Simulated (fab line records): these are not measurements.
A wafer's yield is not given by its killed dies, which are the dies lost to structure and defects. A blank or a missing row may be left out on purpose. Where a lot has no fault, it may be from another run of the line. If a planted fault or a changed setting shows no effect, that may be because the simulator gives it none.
Lot-split experiment || flow n5 finfet || route with 1938 steps; 7 lots, 39 wafers read

== THE SPLIT ITSELF ==
At N5_SD_ACTIVATION_LSA_01 (time 0.0008 s), the setting temp c was moved away from the recipe's 1080 C on 15 of the 39 wafers read, by -1.2% to +1.1%. This setting was run at the recipe's value on the other wafers.

Between the split and the reading, the file records no step.

== THE READING ==
Measured at N5_SD_ACTIVATION_RS_MEAS_03 by four-point probe: RS_SD_N, in ohm/sq. A value of 21.9 ohm/sq with a standard deviation of 0.31 ohm/sq is what fault-free wafers of this fab line usually give.

{"wafer": "L074.1", "tool, chamber at the split": "laser anneal-02, 0", "temp c as run, C": 1080, "against the recipe": "recipe", "RS_SD_N, ohm/sq": 22.2, "against lot-mates on the recipe": "-"}
{"wafer": "L074.2", "tool, chamber at the split": "laser anneal-02, 0", "temp c as run, C": 1069, "against the recipe": "-1.0%", "RS_SD_N, ohm/sq": 23.0, "against lot-mates on the recipe": "+1.0"}
{"wafer": "L074.3", "tool, chamber at the split": "laser anneal-02, 0", "temp c as run, C": 1080, "against the recipe": "recipe", "RS_SD_N, ohm/sq": 21.7, "against lot-mates on the recipe": "-"}
{"wafer": "L074.4", "tool, chamber at the split": "laser anneal-02, 0", "temp c as run, C": 1080, "against the recipe": "recipe", "RS_SD_N, ohm/sq": 22.0, "against lot-mates on the recipe": "-"}
{"wafer": "L074.5", "tool, chamber at the split": "laser anneal-02, 0", "temp c as run, C": 1069, "against the recipe": "-1.0%", "RS_SD_N, ohm/sq": 23.1, "against lot-mates on the recipe": "+1.1"}
{"wafer": "L074.6", "tool, chamber at the split": "laser anneal-02, 0", "temp c as run, C": 1069, "against the recipe": "-1.0%", "RS_SD_N, ohm/sq": 23.4, "against lot-mates on the recipe": "+1.4"}
{"wafer": "L077.1", "tool, chamber at the split": "laser anneal-01, 0", "temp c as run, C": 1080, "against the recipe": "recipe", "RS_SD_N, ohm/sq": 22.3, "against lot-mates on the recipe": "-"}
{"wafer": "L077.2", "tool, chamber at the split": "laser anneal-01, 0", "temp c as run, C": 1067, "against the recipe": "-1.2%", "RS_SD_N, ohm/sq": 23.7, "against lot-mates on the recipe": "+1.6"}
{"wafer": "L077.3", "tool, chamber at the split": "laser anneal-01, 0", "temp c as run, C": 1080, "against the recipe": "recipe", "RS_SD_N, ohm/sq": 22.0, "against lot-mates on the recipe": "-"}
{"wafer": "L077.4", "tool, chamber at the split": "laser anneal-01, 0", "temp c as run, C": 1067, "against the recipe": "-1.2%", "RS_SD_N, ohm/sq": 23.5, "against lot-mates on the recipe": "+1.4"}
{"wafer": "L077.5", "tool, chamber at the split": "laser anneal-01, 0", "temp c as run, C": 1067, "against the recipe": "-1.2%", "RS_SD_N, ohm/sq": 23.5, "against lot-mates on the recipe": "+1.4"}
{"wafer": "L077.6", "tool, chamber at the split": "laser anneal-01, 0", "temp c as run, C": 1080, "against the recipe": "recipe", "RS_SD_N, ohm/sq": 22.0, "against lot-mates on the recipe": "-"}
{"wafer": "L079.1", "tool, chamber at the split": "laser anneal-01, 0", "temp c as run, C": 1080, "against the recipe": "recipe", "RS_SD_N, ohm/sq": 21.3, "against lot-mates on the recipe": "-"}
{"wafer": "L079.2", "tool, chamber at the split": "laser anneal-01, 0", "temp c as run, C": 1072, "against the recipe": "-0.7%", "RS_SD_N, ohm/sq": 22.4, "against lot-mates on the recipe": "+1.0"}
{"wafer": "L079.3", "tool, chamber at the split": "laser anneal-01, 0", "temp c as run, C": 1072, "against the recipe": "-0.7%", "RS_SD_N, ohm/sq": 22.1, "against lot-mates on the recipe": "+0.7"}
{"wafer": "L079.4", "tool, chamber at the split": "laser anneal-01, 0", "temp c as run, C": 1072, "against the recipe": "-0.7%", "RS_SD_N, ohm/sq": 22.2, "against lot-mates on the recipe": "+0.8"}
{"wafer": "L079.5", "tool, chamber at the split": "laser anneal-01, 0", "temp c as run, C": 1080, "against the recipe": "recipe", "RS_SD_N, ohm/sq": 21.3, "against lot-mates on the recipe": "-"}
{"wafer": "L079.6", "tool, chamber at the split": "laser anneal-01, 0", "temp c as run, C": 1080, "against the recipe": "recipe", "RS_SD_N, ohm/sq": 21.6, "against lot-mates on the recipe": "-"}
{"wafer": "L087.1", "tool, chamber at the split": "laser anneal-01, 0", "temp c as run, C": 1080, "against the recipe": "recipe", "RS_SD_N, ohm/sq": 22.3, "against lot-mates on the recipe": "-"}
{"wafer": "L087.2", "tool, chamber at the split": "laser anneal-01, 0", "temp c as run, C": 1080, "against the recipe": "recipe", "RS_SD_N, ohm/sq": 22.4, "against lot-mates on the recipe": "-"}
{"wafer": "L087.3", "tool, chamber at the split": "laser anneal-01, 0", "temp c as run, C": 1080, "against the recipe": "recipe", "RS_SD_N, ohm/sq": 22.2, "against lot-mates on the recipe": "-"}
{"wafer": "L087.4", "tool, chamber at the split": "laser anneal-01, 0", "temp c as run, C": 1080, "against the recipe": "recipe", "RS_SD_N, ohm/sq": 22.3, "against lot-mates on the recipe": "-"}
{"wafer": "L087.5", "tool, chamber at the split": "laser anneal-01, 0", "temp c as run, C": 1080, "against the recipe": "recipe", "RS_SD_N, ohm/sq": 22.2, "against lot-mates on the recipe": "-"}
{"wafer": "L087.6", "tool, chamber at the split": "laser anneal-01, 0", "temp c as run, C": 1080, "against the recipe": "recipe", "RS_SD_N, ohm/sq": 22.2, "against lot-mates on the recipe": "-"}
{"wafer": "L091.1", "tool, chamber at the split": "laser anneal-02, 0", "temp c as run, C": 1080, "against the recipe": "recipe", "RS_SD_N, ohm/sq": 22.2, "against lot-mates on the recipe": "-"}
{"wafer": "L091.2", "tool, chamber at the split": "laser anneal-02, 0", "temp c as run, C": 1073, "against the recipe": "-0.6%", "RS_SD_N, ohm/sq": 22.5, "against lot-mates on the recipe": "+0.4"}
{"wafer": "L091.3", "tool, chamber at the split": "laser anneal-02, 0", "temp c as run, C": 1073, "against the recipe": "-0.6%", "RS_SD_N, ohm/sq": 22.3, "against lot-mates on the recipe": "+0.2"}
{"wafer": "L091.4", "tool, chamber at the split": "laser anneal-02, 0", "temp c as run, C": 1073, "against the recipe": "-0.6%", "RS_SD_N, ohm/sq": 22.6, "against lot-mates on the recipe": "+0.5"}
{"wafer": "L091.5", "tool, chamber at the split": "laser anneal-02, 0", "temp c as run, C": 1080, "against the recipe": "recipe", "RS_SD_N, ohm/sq": 22.0, "against lot-mates on the recipe": "-"}
{"wafer": "L091.6", "tool, chamber at the split": "laser anneal-02, 0", "temp c as run, C": 1080, "against the recipe": "recipe", "RS_SD_N, ohm/sq": 22.0, "against lot-mates on the recipe": "-"}
{"wafer": "L093.1", "tool, chamber at the split": "laser anneal-02, 0", "temp c as run, C": 1080, "against the recipe": "recipe", "RS_SD_N, ohm/sq": 21.7, "against lot-mates on the recipe": "-"}
{"wafer": "L093.2", "tool, chamber at the split": "laser anneal-02, 0", "temp c as run, C": 1080, "against the recipe": "recipe", "RS_SD_N, ohm/sq": 21.8, "against lot-mates on the recipe": "-"}
{"wafer": "L093.5", "tool, chamber at the split": "laser anneal-02, 0", "temp c as run, C": 1080, "against the recipe": "recipe", "RS_SD_N, ohm/sq": 21.8, "against lot-mates on the recipe": "-"}
{"wafer": "L095.1", "tool, chamber at the split": "laser anneal-01, 0", "temp c as run, C": 1080, "against the recipe": "recipe", "RS_SD_N, ohm/sq": 21.8, "against lot-mates on the recipe": "-"}
{"wafer": "L095.2", "tool, chamber at the split": "laser anneal-01, 0", "temp c as run, C": 1092, "against the recipe": "+1.1%", "RS_SD_N, ohm/sq": 20.4, "against lot-mates on the recipe": -1.4}
{"wafer": "L095.3", "tool, chamber at the split": "laser anneal-01, 0", "temp c as run, C": 1092, "against the recipe": "+1.1%", "RS_SD_N, ohm/sq": 20.2, "against lot-mates on the recipe": -1.6}
{"wafer": "L095.4", "tool, chamber at the split": "laser anneal-01, 0", "temp c as run, C": 1092, "against the recipe": "+1.1%", "RS_SD_N, ohm/sq": 20.8, "against lot-mates on the recipe": -1.0}
{"wafer": "L095.5", "tool, chamber at the split": "laser anneal-01, 0", "temp c as run, C": 1080, "against the recipe": "recipe", "RS_SD_N, ohm/sq": 22.0, "against lot-mates on the recipe": "-"}
{"wafer": "L095.6", "tool, chamber at the split": "laser anneal-01, 0", "temp c as run, C": 1080, "against the recipe": "recipe", "RS_SD_N, ohm/sq": 21.7, "against lot-mates on the recipe": "-"}

FIT RESULTS
A straight line over all 39 wafers: RS_SD_N changes by -1.18 ohm/sq for each +1% of temp c; r = -0.91; the points scatter about the line by 0.32 ohm/sq.
The same after taking each lot's own level away (the mean of its wafers on the recipe; 39 wafers): -1.16 ohm/sq for each +1%; r = -0.97; scatter 0.17 ohm/sq.
The reading moves by 1.4 ohm/sq for the largest change in temp c, on that fit.
From 21.40 to 22.27 ohm/sq: that is the span of the lots' own levels, equal to 2.8 times the standard deviation above.
The two slopes are in agreement: the lot-to-lot level therefore moves the slope only a little.
Check: +1.34 ohm/sq against its lot-mates is what the line predicts for one of the wafers moved furthest among these (-1.2%) when that wafer is left out of the fit. Against them it came out at +1.6 ohm/sq.
Tool readings at the split's step, against how far the setting was moved: wafer_temp_C_max r = +0.99.

== THE OTHER SPLITS THESE WAFERS WENT THROUGH ==
Note: prior to the reading, these wafers also went through further splits. Each is held against what the fit with the lots' levels taken away leaves over:
{"other split on the same wafers": "N5_DUMMY_GATE_ETCH_42 bias w", "wafers away from the commonest value": 9, "r with RS_SD_N (lot level and that fit taken away)": -0.18}

== THE WHOLE CHAIN: every reading that the file lists as answering this split, in the file's order ==
{"step": "N5_SD_ACTIVATION_LSA_01", "what it does": "time 0.0008 s", "reading": "wafer_temp_C_max", "change (the file's fit)": "withheld for each +1% of the setting", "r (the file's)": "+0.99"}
{"step": "N5_SD_ACTIVATION_RS_MEAS_03", "what it does": "measures by four-point-probe", "reading": "RS_SD_N", "change (the file's fit)": "-1.15 for each +1% of the setting", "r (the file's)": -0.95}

== THE FILE'S OWN FIT ==
RS_SD_N changes by -1.15 ohm/sq for each +1% of temp c, r = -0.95.
